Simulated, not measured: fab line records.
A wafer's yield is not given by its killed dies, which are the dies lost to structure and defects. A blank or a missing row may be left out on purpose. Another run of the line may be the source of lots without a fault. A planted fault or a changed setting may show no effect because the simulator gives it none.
What tool caused it? -- flow nand_harc -- 13 lots with 39 wafers sampled at 5 steps, on a route of 1302 steps

WHAT THE GAUGES SHOWED, per wafer
NHARC_A_ONON_D2_THK_MEAS_08: measures by ellipsometry.
lot,measured,on,thk_nm (nm)
L782,day 12 00:59,film_metro-02,997 997 996
L783,day 12 21:52,film_metro-01,1011 1010 1012
L785,day 13 11:02,film_metro-02,993 994 992
L790,day 15 16:32,film_metro-01,993 994 995
L793,day 16 20:55,film_metro-01,997 997 997
L799,day 19 03:26,film_metro-01,984 984 985
L798,day 19 03:28,film_metro-02,1018 1017 1016
L800,day 19 20:11,film_metro-01,1002 1002 998
L801,day 20 08:47,film_metro-02,993 994 993
L802,day 20 17:04,film_metro-02,1003 1002 1004
L803,day 21 01:43,film_metro-02,998 997 997
L804,day 21 12:44,film_metro-01,998 999 997
L805,day 22 01:28,film_metro-02,991 987 988

NHARC_END_SORT_01.
lot,measured,on,killed_at_array,killed_at_other,killed_at_periphery,killed_dies,killed_open,killed_short
L782,day 23 15:38,prober-02,41 36 59,0 0 0,4 1 1,45 37 60,7 1 3,3 1 5
L783,day 25 03:16,prober-01,22 27 29,0 0 1,3 1 1,25 28 31,5 5 3,6 2 2
L785,day 25 11:50,prober-01,22 27 23,1 0 1,9 10 6,32 37 30,3 1 8,1 5 2
L790,day 27 13:10,prober-02,60 41 31,1 2 5,8 8 7,69 51 43,3 0 3,2 1 2
L793,day 28 22:13,prober-02,62 62 43,0 0 2,2 1 2,64 63 47,4 3 7,1 2 3
L799,day 30 13:05,prober-02,49 52 62,0 1 0,7 4 7,56 57 69,2 3 3,2 2 2
L798,day 30 13:04,prober-01,60 52 59,3 1 1,7 5 7,70 58 67,3 1 5,1 0 1
L800,day 32 08:54,prober-01,91 93 66,0 0 0,4 3 8,95 96 74,3 3 1,3 5 0
L801,day 31 22:53,prober-01,60 41 56,0 0 0,4 1 0,64 42 56,4 1 1,3 2 3
L802,day 33 03:59,prober-02,30 34 31,1 2 1,7 3 9,38 39 41,1 3 5,1 2 2
L803,day 32 18:23,prober-01,67 79 80,0 0 0,4 3 4,71 82 84,3 3 2,4 3 8
L804,day 33 11:47,prober-01,57 40 40,1 4 3,4 4 3,62 48 46,0 1 6,4 1 1
L805,day 34 02:05,prober-02,88 54 73,1 2 2,2 3 1,91 59 76,3 4 1,4 2 6

WHICH TOOL RAN EACH LOT (tool, then ch and the chambers of the sampled wafers, then the start)
lot,NHARC_A_CHANNEL_FILL_D1_ALD_25,NHARC_A_DECK1_JOINT_CMP_13,NHARC_A_DECK1_JOINT_DEP_16
L782,"ald_hk-02 ch 0,1, day 10 04:11","cmp-04 ch 1,2, day 11 02:19","pecvd-03 ch 1,2, day 11 22:53"
L783,"ald_hk-02 ch 1,2,3, day 10 19:24","cmp-01 ch 0,2,3, day 11 20:17","pecvd-03 ch 1,2, day 12 19:51"
L785,"ald_hk-02 ch 1,3, day 11 09:13","cmp-04 ch 0,2,3, day 12 07:23","pecvd-02 ch 0,1,2, day 13 09:02"
L790,"ald_hk-02 ch 0,2, day 13 17:58","cmp-01 ch 0,2, day 14 16:02","pecvd-04 ch 0,1, day 15 14:31"
L793,"ald_hk-03 ch 0,3, day 14 20:34","cmp-01 ch 2,3, day 15 20:07","pecvd-04 ch 0,2, day 16 18:53"
L799,"ald_hk-03 ch 0,2,3, day 17 06:21","cmp-03 ch 2,3, day 18 04:11","pecvd-03 ch 0,2, day 19 01:26"
L798,"ald_hk-02 ch 1,2,3, day 17 06:22","cmp-01 ch 1,2, day 18 04:11","pecvd-02 ch 0,1,2, day 19 01:26"
L800,"ald_hk-03 ch 0,3, day 17 21:38","cmp-01 ch 0,1, day 18 19:41","pecvd-04 ch 1,2, day 19 18:10"
L801,"ald_hk-02 ch 0,1,2, day 18 02:25","cmp-04 ch 0,2,3, day 19 03:26","pecvd-03 ch 0,1,2, day 20 06:48"
L802,"ald_hk-02 ch 1,3, day 18 16:29","cmp-03 ch 0,1,3, day 19 15:05","pecvd-03 ch 0,1, day 20 15:01"
L803,"ald_hk-02 ch 0,1,2, day 19 03:37","cmp-04 ch 0,1,3, day 20 01:07","pecvd-04 ch 1,2, day 20 23:41"
L804,"ald_hk-03 ch 2,3, day 19 11:44","cmp-01 ch 0,1,2, day 20 09:33","pecvd-04 ch 0,1,2, day 21 10:43"
L805,"ald_hk-03 ch 0,1,3, day 20 04:02","cmp-03 ch 2,3, day 21 00:50","pecvd-03 ch 0,1, day 21 23:29"
- NHARC_A_CHANNEL_FILL_D1_ALD_25: deposits SiOx, target thk 60 nm, pulse time 10 s, ald cycles 600.
- NHARC_A_DECK1_JOINT_CMP_13: polishes, target thk 51.023 nm.
- NHARC_A_DECK1_JOINT_DEP_16: deposits SiO2, target thk 45 nm.

WHAT THE TOOLS THEMSELVES READ (means of the sampled wafers that have a number; where no wafer has one, the mark that the record gives instead)
NHARC_A_CHANNEL_FILL_D1_ALD_25.
lot,tool,heater_power_w (W),precursor_pulse_height_rel
L782,ald_hk-02,543,1.007
L783,ald_hk-02,445,0.992
L785,ald_hk-02,461,1.000
L790,ald_hk-02,450,0.985
L793,ald_hk-03,446,1.005
L799,ald_hk-03,482,0.983
L798,ald_hk-02,442,1.013
L800,ald_hk-03,473,0.993
L801,ald_hk-02,497,1.000
L802,ald_hk-02,489,0.995
L803,ald_hk-02,483,1.007
L804,ald_hk-03,528,0.995
L805,ald_hk-03,471,1.001

NHARC_A_DECK1_JOINT_CMP_13.
lot,tool,motor_current_A (A),time_to_endpoint_s (s)
L782,cmp-04,13.6,8.8
L783,cmp-01,11.2,8.2
L785,cmp-04,11.4,7.4
L790,cmp-01,11.7,12.8
L793,cmp-01,11.0,10.5
L799,cmp-03,13.1,10.0
L798,cmp-01,12.0,12.6
L800,cmp-01,12.3,11.7
L801,cmp-04,11.3,7.0
L802,cmp-03,12.6,9.1
L803,cmp-04,12.9,9.5
L804,cmp-01,11.7,11.0
L805,cmp-03,13.4,10.3

NHARC_A_DECK1_JOINT_DEP_16.
lot,tool,heater_power_w (W),mfc_precursor_sccm (sccm),rf_fwd_power_W (W),throttle_valve_pct (%)
L782,pecvd-03,597,161.3,898.6,15.2
L783,pecvd-03,580,161.5,895.1,15.2
L785,pecvd-02,531,161.4,896.0,15.7
L790,pecvd-04,617,161.4,1004.3,15.7
L793,pecvd-04,521,161.3,1003.0,16.1
L799,pecvd-03,476,161.7,895.4,14.9
L798,pecvd-02,574,161.1,897.1,15.6
L800,pecvd-04,662,161.7,897.5,16.6
L801,pecvd-03,551,161.2,898.6,15.6
L802,pecvd-03,480,161.1,896.9,16.1
L803,pecvd-04,666,161.9,897.9,16.0
L804,pecvd-04,620,160.8,897.6,15.8
L805,pecvd-03,480,161.4,896.7,16.5

THE ANSWER, worked out from the rows above alone
Rule: usual is defined by the lots themselves. The widest of any qualifying gaps counts: lots, ordered by their means at a reading, are off when they make up no more than a third of the lots, leave a main group of 4 or more, and stand apart from it by 3 or more times the standard deviation of that group's means. The tables above print the reading to a certain number of digits; a main group whose means all agree to those digits is not used. Also off: a lot with no number at a reading for which 4 or more lots have one. Where the step has rows for the other lots, those lots are counted as sound. The gauges are gone through in route order, then the tools' own readings, and for those a lot's mean is taken as printed above. At the first step where some lot is off, the reading lying furthest off is the one used; lots without a number count as furthest.
Off, at NHARC_A_DECK1_JOINT_DEP_16 on rf_fwd_power_W: L790, L793. The main group has a mean of 897.0 W with a standard deviation of 1.1.
If a tool, at that step or one of the process steps before it, ran each lot that is off and ran no sound lot following the first of them, it fits. Not one of the candidates tried fits.

WHAT HAD BEEN PUT IN BY THE SIMULATOR
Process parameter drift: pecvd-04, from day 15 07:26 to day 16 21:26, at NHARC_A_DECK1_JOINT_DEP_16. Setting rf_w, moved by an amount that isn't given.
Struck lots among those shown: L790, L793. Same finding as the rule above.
